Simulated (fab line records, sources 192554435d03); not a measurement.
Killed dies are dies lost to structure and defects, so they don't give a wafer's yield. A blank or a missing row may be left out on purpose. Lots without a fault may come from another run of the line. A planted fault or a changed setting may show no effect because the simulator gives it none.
fab line records | flow n5_finfet
record lots=4 wafers=12 last_day=16
route steps=1938 shown HKMG_FIN@453 GATE_CUT@465 PASSIVATION@1936
lots that met no fault: from a run of the same line without faults
start_h: hours from the record's first day to the start of the lot's first wafer shown | wait_h: hours since the lot's step before | " the same as in the row above | L1.1+2: a row that stands for several wafers | - no value, or no start given | * or withheld: withheld | < > ~ a bound
route shown NAME@n: a module of which the file shows steps, and the number in the route of the first | usual: mean/standard deviation of fault-free wafers | same: alike in all rows | chamber/n: place in a boat | sites: the reading at each site | _std_site: their standard deviation | _edge_site: outer sites' mean less inner sites' | radius_mm: how far each site lies from the wafer's centre | mask NAME#n: copy n | behind: the tool/chamber that last shaped the wafer | hold: why the lot was held/for how many hours/how that ended | device: the transistor (n, p or np) that didn't switch | end of line: the same wafers' tests at the end of the route | a step without rows: its recipe alone | killed: dies lost to structure and defects at the first sort, not the wafer's yield | map: a wafer's dies, x killed, . not, _ none there
set.NAME: the setting as run; set.NAME@STEP: as run at that earlier step | model.NAME: the simulator's own value behind a step, which no gauge read
lots at some steps of the route; a table a step, a row a wafer
services: from which hour (start_h, from the record's first day; less than 0 if before it) a tool's chamber was out of use, for how many hours, and why
## steps
# step N5_HKMG_FIN_WET_ETCH_73
# recipe chemistry=SC1 mix=1:2:40 temp_c=50 time_s=42.3 target_depth_nm=1.3 dry=ipa_marangoni rinse_time_s=30 rinse_temp_c=23
# step N5_HKMG_FIN_ETCHBACK_68
# recipe chemistry=Cl2/Ar stop_on=HfO2 target_depth_a=5 pressure_mtorr=10 icp_w=600 bias_w=60 Cl2_flow_sccm=40 Ar_flow_sccm=60
# step N5_HKMG_FIN_STRIP_69
# recipe chemistry=N2/H2 power_w=2500 temp_c=300 h2_frac=0.65 time_s=360 pressure_mtorr=withheld n2_flow_sccm=1750 h2_flow_sccm=3250
# step N5_HKMG_FIN_ALD_21
# recipe material=TiN target_thk_a=15 temp_c=400 ald_precursor_family=TiCl4 ald_co_reactant=NH3 pulse_time_s=1 purge_time_s=3 co_reactant_purge_time_s=2 co_reactant_pulse_time_s=2 ald_cycles=68 pressure_torr=3
# step N5_HKMG_FIN_ALD_72
# recipe material=W target_thk_a=20 temp_c=300 pressure_torr=7.5 ald_precursor_family=WF6 ald_co_reactant=B2H6 pulse_time_s=1 purge_time_s=2 co_reactant_purge_time_s=2 co_reactant_pulse_time_s=3 ald_cycles=7
# step N5_HKMG_FIN_W_FILL_22
# recipe material=W target_thk_a=600 temp_c=400 pressure_torr=39.4 time_s=18.2
# step N5_HKMG_FIN_PRECLEAN_83
# recipe chemistry=DIW time_s=57.5 temp_c=23
# step N5_HKMG_FIN_SRD_84
# recipe dry_time_s=32 dry=n2_spin spin_rpm=1500
# step N5_HKMG_FIN_CMP_23
# recipe stop_on=SiNx t_overpolish_s=10 post_cmp_clean=rinse_only down_force_psi=4 platen_rpm=50.289 pad_velocity_m_s=1.0006 target_thk_nm=46.326
# step N5_HKMG_FIN_CMP_94
# recipe stop_on=SiNx post_cmp_clean=w_dilute_nh4oh t_overpolish_s=4.7 down_force_psi=4 platen_rpm=50.289 pad_velocity_m_s=1.0006 target_thk_nm=43.299
# step N5_GATE_CUT_ETCHBACK_00
# recipe chemistry=SF6/Cl2 target=W pressure_mtorr=8 icp_w=900 bias_w=80 SF6_flow_sccm=40 Cl2_flow_sccm=60
# usual chamber_pressure_mTorr=8.001/0.0079 drypump_motor_current_A=5.9/0.44 oes_product_au=0.80/0.11 throttle_valve_pct=27.26/0.21
# columns lot.wafer tool chamber start_h wait_h chamber_pressure_mTorr drypump_motor_current_A oes_product_au rf_hours_counter_h throttle_valve_pct
L966.2 rie_metal-02 0 112.60 0.0 7.996 6.6 0.86 17 27.03
L966.4 " 0 " " 7.995 6.6 0.86 - 27.02
L966.5 " 1 " " 8.004 5.8 0.88 - 27.30
L971.1 rie_metal-02 1 138.78 0.0 7.999 5.8 0.87 10 27.31
L971.4 " 0 " " 8.000 6.6 0.84 - 27.03
L971.6 " 0 " " 8.003 6.6 0.85 - 27.04
L972.1 rie_metal-02 1 146.52 0.0 8.008 5.8 0.86 10 27.32
L972.2 " 0 " " 8.011 6.6 0.85 20 27.04
L972.5 " 0 " " 8.001 6.6 0.85 - 27.03
L979.1 rie_metal-01 1 187.74 0.0 8.002 5.6 0.96 1 27.26
L979.3 " 1 " " 8.012 5.5 0.96 - 27.24
L979.4 " 0 " " 8.005 5.9 0.75 - 27.40
# step N5_GATE_CUT_ETCH_56
# recipe chemistry=Cl2/Ar target=TiN target_depth_a=216 pressure_mtorr=10 icp_w=600 bias_w=60 Cl2_flow_sccm=40 Ar_flow_sccm=60
# step N5_GATE_CUT_ETCHBACK_30
# recipe chemistry=Cl2/Ar target=TiN target_depth_a=30 mode=isotropic pressure_mtorr=10 icp_w=600 bias_w=60 Cl2_flow_sccm=40 Ar_flow_sccm=60
# step N5_GATE_CUT_VAPOR_ETCH_60
# recipe chemistry=BCl3/Cl2 target=HfO2 mode=isotropic
# step N5_GATE_CUT_ETCH_58
# recipe chemistry=CH3F/O2 target=SiNx target_depth_a=170 time_s=128.6 ion_energy_ev=50 pressure_mtorr=30 source_w=415 bias_w=21 Ar_flow_sccm=150 CH3F_flow_sccm=30 O2_flow_sccm=20
# step N5_GATE_CUT_STRIP_59
# recipe chemistry=N2/H2 time_s=20 power_w=100 temp_c=40 pressure_mtorr=100 rf_frequency_hz=6e+07 bias_power_w=3 n2_flow_sccm=300 h2_flow_sccm=300
# step N5_GATE_CUT_PRECLEAN_31
# recipe temp_c=23 chemistry=DIW time_s=300
# step N5_GATE_CUT_SRD_32
# recipe time_s=30 temp_c=23 rinse_liquid=diw dry=ipa_marangoni
# step N5_GATE_CUT_SAC_CAP_01
# recipe material=SiNx target_thk_a=240 temp_c=400 ald_precursor_family=SiH2I2 ald_co_reactant=N2/H2-plasma pulse_time_s=1 ald_cycles=480 purge_time_s=2 co_reactant_purge_time_s=2 pressure_torr=2
# step N5_GATE_CUT_PECVD_57
# recipe material=SiNx target_thk_a=210 temp_c=400 precursor=SiH4/NH3/N2 pressure_torr=1.5 rf_w=300
# step N5_GATE_CUT_CMP_02
# recipe stop_on=SiO2 t_overpolish_s=12.7 post_cmp_clean=alkaline_brush down_force_psi=2.5 platen_rpm=51.8 pad_velocity_m_s=1.0307 target_thk_nm=0
# step N5_GATE_CUT_HM_DEP_46
# recipe material=SiO2 target_thk_a=1300 temp_c=400 precursor=TEOS/O2 pressure_torr=6.5 rf_w=900 teos_flow_sccm=161.4 gas=O2 flow_sccm=2650 time_s=26.6
# step N5_GATE_CUT_COAT_34
# recipe resist=SOC temp_c=250 time_s=60 spin_rpm=1500 resist_thk_nm=60
# step N5_GATE_CUT_COAT_35
# recipe resist=SiARC temp_c=220 time_s=60 spin_rpm=1500 resist_thk_nm=10
# step N5_GATE_CUT_COAT_27
# recipe resist=underlayer temp_c=205 time_s=60 spin_rpm=1500 resist_thk_nm=10
# step N5_GATE_CUT_COAT_07
# recipe resist=CAR-EUV spin_rpm=1500 resist_thk_nm=30
# step N5_GATE_CUT_EBR_09
# recipe solvent=PGMEA ebr_width_mm=1.5
# step N5_GATE_CUT_SOFTBAKE_08
# recipe temp_c=110 time_s=60 resist=CAR-EUV
# step N5_GATE_CUT_EXPOSE_10
# recipe mask_id=GATE_CUT na=0.33 source_shape=annular sigma_inner=0.35 sigma_outer=0.8 polarization=unpolarized target_cd_nm=20 dose_mj=43.25
# step N5_GATE_CUT_PEB_11
# recipe peb_temp_c=100 peb_time_s=60 resist=CAR-EUV
# step N5_GATE_CUT_DEVELOP_12
# recipe develop_time_s=30 developer=TMAH resist=CAR-EUV rinse_liquid=surfactant_rinse dry=air_spin dev_temp_c=23
# step N5_GATE_CUT_DESCUM_18
# recipe chemistry=O2 time_s=7 source_power_w=50 bias_power_w=20 pressure_mtorr=20 rf_frequency_hz=2.712e+07 temp_c=40 resist=CAR-EUV o2_flow_sccm=225
# step N5_GATE_CUT_ETCH_28
# recipe chemistry=N2/H2 target=underlayer target_depth_a=130 mask_material=CAR-EUV time_s=10.4 ion_energy_ev=200 pressure_mtorr=30 source_w=840 bias_w=150 n2_flow_sccm=200 h2_flow_sccm=200 ends=cleared
# step N5_GATE_CUT_ETCH_36
# recipe chemistry=CF4 target=SiARC target_depth_a=130 mask_material=CAR-EUV time_s=21.7 ion_energy_ev=80 pressure_mtorr=40 source_w=545 bias_w=36 Ar_flow_sccm=100 cf4_flow_sccm=100 ends=cleared
# step N5_GATE_CUT_ETCH_37
# recipe chemistry=N2/H2 target=SOC target_depth_a=600 overetch_a=120 mask_material=SiARC temp_c=40 time_s=90 ion_energy_ev=200 pressure_mtorr=30 source_w=840 bias_w=150 n2_flow_sccm=200 h2_flow_sccm=200
# step N5_GATE_CUT_STRIP_38
# recipe chemistry=N2/H2 temp_c=40 n2_flow_sccm=200 h2_flow_sccm=200 rf_frequency_hz=6e+07
# step N5_PASSIVATION_PROBE_49
# usual defect_limited_yield=91.4/1.5 killed_at_M0_to_M3=36/11 killed_at_M4_up=14/6 killed_at_contacts=11/6 killed_at_front_end=37/11 killed_at_other=4/3.4 killed_dies=102/18 killed_open=66/13 killed_short=34/7.8 sort_bin_5_function=5.0/0.97 sort_bin_6_memory=3.2/0.7 sort_n_pass=1078/19 sort_yield_pct=91.3/1.6
# same gross_dies=1180 killed_at_back_side=0 sort_bin_4_leakage[%]=0 sort_bin_8_speed[%]=0
# columns lot.wafer tool chamber start_h wait_h defect_limited_yield[%] killed_at_M0_to_M3 killed_at_M4_up killed_at_contacts killed_at_front_end killed_at_other killed_dies killed_open killed_short sort_bin_5_function[%] sort_bin_6_memory[%] sort_n_pass sort_yield_pct[%]
L971.4 prober-01 - 332.32 0.2 79.6 46 8 8 178 1 241 64 30 12.3 4.6 939 79.6
L971.6 prober-01 - 332.42 0.3 80.6 49 8 5 165 2 229 55 27 12.8 4.0 951 80.6
L972.2 prober-02 - 343.34 0.1 80.7 38 10 8 166 6 228 64 27 12.1 3.5 952 80.7
L972.5 prober-02 - 343.49 0.2 81.3 22 6 12 180 1 221 51 23 11.8 4.0 959 81.3
# killed by level:class
L971.4 GATE_CUT:unspecified=143 BEOL_M1:geometric_particle:open=22 BEOL_M0_SAQP:geometric_particle:short=11 FIN_SAQP:geometric_particle:open=8 MOL_CONTACT_COAG:geometric_particle:open=8 BEOL_M0_SAQP:geometric_particle:open=7 GATE_CUT:geometric_particle:short=5 GATE_CUT:geometric_particle:open=4
L971.6 GATE_CUT:unspecified=145 BEOL_M1:geometric_particle:open=15 BEOL_M0_SAQP:geometric_particle:open=9 BEOL_M0_SAQP:geometric_particle:short=7 FIN_SAQP:geometric_particle:open=5 STI_FIN_REVEAL:geometric_particle:open=5 BEOL_M3:geometric_particle:short=5 MOL_CONTACT_COAG:geometric_particle:open=4
L972.2 GATE_CUT:unspecified=134 FIN_SAQP:geometric_particle:open=14 BEOL_M0_SAQP:geometric_particle:short=9 BEOL_M2:geometric_particle:open=9 FIN_SAQP:geometric_particle:short=6 MOL_CONTACT_COAG:geometric_particle:open=6 BEOL_M3:geometric_particle:open=6 BEOL_M0_SAQP:geometric_particle:open=5
L972.5 GATE_CUT:unspecified=147 FIN_SAQP:geometric_particle:open=11 MOL_CONTACT_COAG:geometric_particle:open=10 BEOL_M0_SAQP:geometric_particle:short=8 STI_FIN_REVEAL:geometric_particle:open=6 BEOL_M0_SAQP:geometric_particle:open=6 DUMMY_GATE:geometric_particle:open=5 BEOL_M1:geometric_particle:open=3
# map L971.4 (x killed, . not)
_________________............________________
______________.................x_____________
___________...............x........__________
__________.......x..x.x.....x......._________
________............x.x..............._______
_______............x.......x...........______
______....x.................x..........._____
_____........x.........................x.____
____..x.........x...xx......x.x.x......x..___
___....xxx......x..x..........x..xx........__
___....................................x...__
__...............................x.x........_
__.....x.....x.x..........x................._
_........x.....................x....x........
_....x......x....x.....x......x.x.........x..
_....................xx..x...................
_x......x......x................x..........x.
_....x.................xxx....x..x....x.....x
_..............x.....xxxxxxxx..xx............
_.xxx..x......x..x..x.xxxxxxxxxx..xx.........
_.........x.x........xxxxxxxxxxxx............
__........x........xxxxxxxxxxxxxxxx........._
__.....x.xx..x.....xxxxxxxxxxxxxxx.x..x....._
___................xxxxxxxxxxxxxxx.x.......__
___.x................xxxxxxxxxxxx.......x.x__
____...x......x...xx.xxxxxxxxxxxxx......x.___
_____.........xx.....x.xxxxxxxxxx........____
______...........x....xx.xxxxx..xx....x._____
_______..............x.xxxxx.x.......xx______
________...........x.x.xx.x..........._______
__________x..............x....x....._________
___________.x.......x.....x.x......__________
______________............x....._____________
_________________...........x________________
# map L972.2 (x killed, . not)
_________________..x.....x...________________
______________.................._____________
___________.........x..............__________
__________.x........................_________
________......x......................._______
_______..........x....x...x............______
______x.......x..................x...x.._____
_____....x..........x.x........x.........____
____............x..x.....x................___
___.......................x............x...__
___.x......x.........x.....................__
__....x..xx..x..................x.....x..x.._
__.................x........................_
_..............x.x....x...x..........x..x..x.
_.........x..x...x...........x.x.....x....x..
_..........x.........x.......................
_........................x...x...............
_...........x.......x..x.xxxxxx.xx.....x.xx.x
_............x.......xx.xxxxxxxx.............
_...x...............x.xxxxxxxxxx...x.........
_........x.x.x......xxxxxxxxxxxx.....x.......
__...x...x..xx.....x.xxxxxxxxxxx........x..._
__.....xx...x.....x.xxxxxxxxxxxxxx.........._
___..xx....x.x.x...xxxxxxxxxxxxxxx.........__
___...............x..xxxxxxxxxxx.x.........__
____...........x....xxxxxxxxxxxxx........x___
_____.........x.x....xxxxxxx.xxx.........____
______......x.........xxxxxxxx..x..x...._____
_______.......x...x...x..xx..x.x.......______
________..............x.x.x..........._______
__________......x..................._________
___________x..................x....__________
______________...........xx.xx.._____________
_________________............________________
## services
# columns tool chamber start_h hours kind
rie_metal-01 1 155.69 - clean
rie_metal-01 1 155.69 22.2 scheduled_down
rie_metal-01 1 155.69 22.2 vent_cycle
rie_metal-02 - 156.51 1.4 pm
## key
first_sign step=N5_PASSIVATION_PROBE_49 reading=killed_at_front_end direction=up sigmas=12 usual=37 struck=172
effect step=N5_PASSIVATION_PROBE_49 reading=defect_limited_yield direction=down sigmas=7.2 usual=91.4 struck=80.5
more_kills_born_at N5_GATE_CUT_ETCHBACK_00@rie_metal-02=569
met_at N5_GATE_CUT_ETCHBACK_00
struck_wafers L971.4,L971.6,L972.2,L972.5
onset_between 112.60 138.78
fault kind=chamber_particle_source tool=rie_metal-02 chamber=0 onset_h=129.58 steps=N5_GATE_CUT_ETCHBACK_00 rate_per_visit_cm2=1.3938 end_h=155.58
